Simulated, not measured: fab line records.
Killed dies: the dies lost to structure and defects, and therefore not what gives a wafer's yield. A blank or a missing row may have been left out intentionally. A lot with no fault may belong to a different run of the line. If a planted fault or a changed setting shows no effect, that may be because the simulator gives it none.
What tool caused it? + flow n5_finfet + Sampling: 11 lots, 32 wafers, 2 of 1938 route steps

== WHAT THE GAUGES SHOWED, per wafer ==
N5_BEOL_M9_INSPECT_13: inspects for defects (brightfield). Usual: raw_defect_count reads 452 (standard deviation 110).
| lot  | measured     | on                | raw_defect_count | flag |
|------|--------------|-------------------|------------------|------|
| L497 | day 9 19:52  | defect_inspect-02 | 697 496 569      |      |
| L501 | day 11 08:31 | defect_inspect-01 | 362 322 352      |      |
| L500 | day 11 16:53 | defect_inspect-02 | 439 467 564      |      |
| L507 | day 13 06:37 | defect_inspect-02 | 422 525          |      |
| L505 | day 13 06:47 | defect_inspect-01 | 530 383 611      |      |
| L508 | day 13 15:47 | defect_inspect-02 | 366 416 493      |      |
| L511 | day 14 05:45 | defect_inspect-01 | 371 483 585      |      |
| L515 | day 15 03:21 | defect_inspect-02 | 530 596 408      |      |
| L516 | day 15 08:43 | defect_inspect-01 | 456 344 332      |      |
| L518 | day 15 14:47 | defect_inspect-02 | 617 631 575      |      |
| L520 | day 16 12:20 | defect_inspect-01 | 237 402 366      |      |

== TOOL THAT RAN EACH LOT (tool first, then ch and the chambers of the sampled wafers, then the start) ==
| lot  | N5_BEOL_M9_HM_DEP_02         |
|------|------------------------------|
| L497 | pvd_sputter-01, day 9 19:23  |
| L501 | pvd_sputter-02, day 11 07:58 |
| L500 | pvd_sputter-03, day 11 16:20 |
| L507 | pvd_sputter-03, day 13 06:04 |
| L505 | pvd_sputter-03, day 13 06:10 |
| L508 | pvd_sputter-01, day 13 15:14 |
| L511 | pvd_sputter-02, day 14 05:19 |
| L515 | pvd_sputter-02, day 15 02:42 |
| L516 | pvd_sputter-03, day 15 08:17 |
| L518 | pvd_sputter-03, day 15 14:14 |
| L520 | pvd_sputter-02, day 16 11:47 |
- N5_BEOL_M9_HM_DEP_02: deposits TiN, target thk 20 nm.

== AS READ BY THE TOOLS THEMSELVES (means over the sampled wafers that have a number; for cases with no such wafer, the mark the record gives instead) ==
N5_BEOL_M9_HM_DEP_02. Usual: substrate_temp_c 25.01 C, standard deviation 0.11; throttle_valve_pct 29.5 %, standard deviation 0.75.
| lot  | tool           | substrate_temp_c (C) | throttle_valve_pct (%) | flag |
|------|----------------|----------------------|------------------------|------|
| L497 | pvd_sputter-01 | 25.10                | 30.1                   |      |
| L501 | pvd_sputter-02 | 24.98                | 29.2                   |      |
| L500 | pvd_sputter-03 | 24.97                | 29.9                   |      |
| L507 | pvd_sputter-03 | 25.04                | 28.8                   |      |
| L505 | pvd_sputter-03 | 25.00                | 29.6                   |      |
| L508 | pvd_sputter-01 | 25.08                | 30.4                   |      |
| L511 | pvd_sputter-02 | 25.06                | 29.0                   |      |
| L515 | pvd_sputter-02 | 24.98                | 29.8                   |      |
| L516 | pvd_sputter-03 | 25.07                | 29.4                   |      |
| L518 | pvd_sputter-03 | 25.00                | 28.8                   |      |
| L520 | pvd_sputter-02 | 24.98                | 29.7                   |      |

== THE ANSWER, worked out from the rows above alone ==
Rule: lot off if the mean of its wafers having a number is beyond 3 standard deviations from the usual mean. Also off: a lot with no number at a reading for which 4 or more lots have one. Any other lot the step has rows for is counted as sound. The gauges are gone through in route order, then the tools' own readings, and for those a lot's mean is taken as printed above. At the first step where some lot is off, the reading lying furthest off is the one used; lots without a number count as furthest.
No lot is off on any of the readings shown, so nothing can be concluded from this.

== WHAT THE SIMULATOR HAD PUT IN ==
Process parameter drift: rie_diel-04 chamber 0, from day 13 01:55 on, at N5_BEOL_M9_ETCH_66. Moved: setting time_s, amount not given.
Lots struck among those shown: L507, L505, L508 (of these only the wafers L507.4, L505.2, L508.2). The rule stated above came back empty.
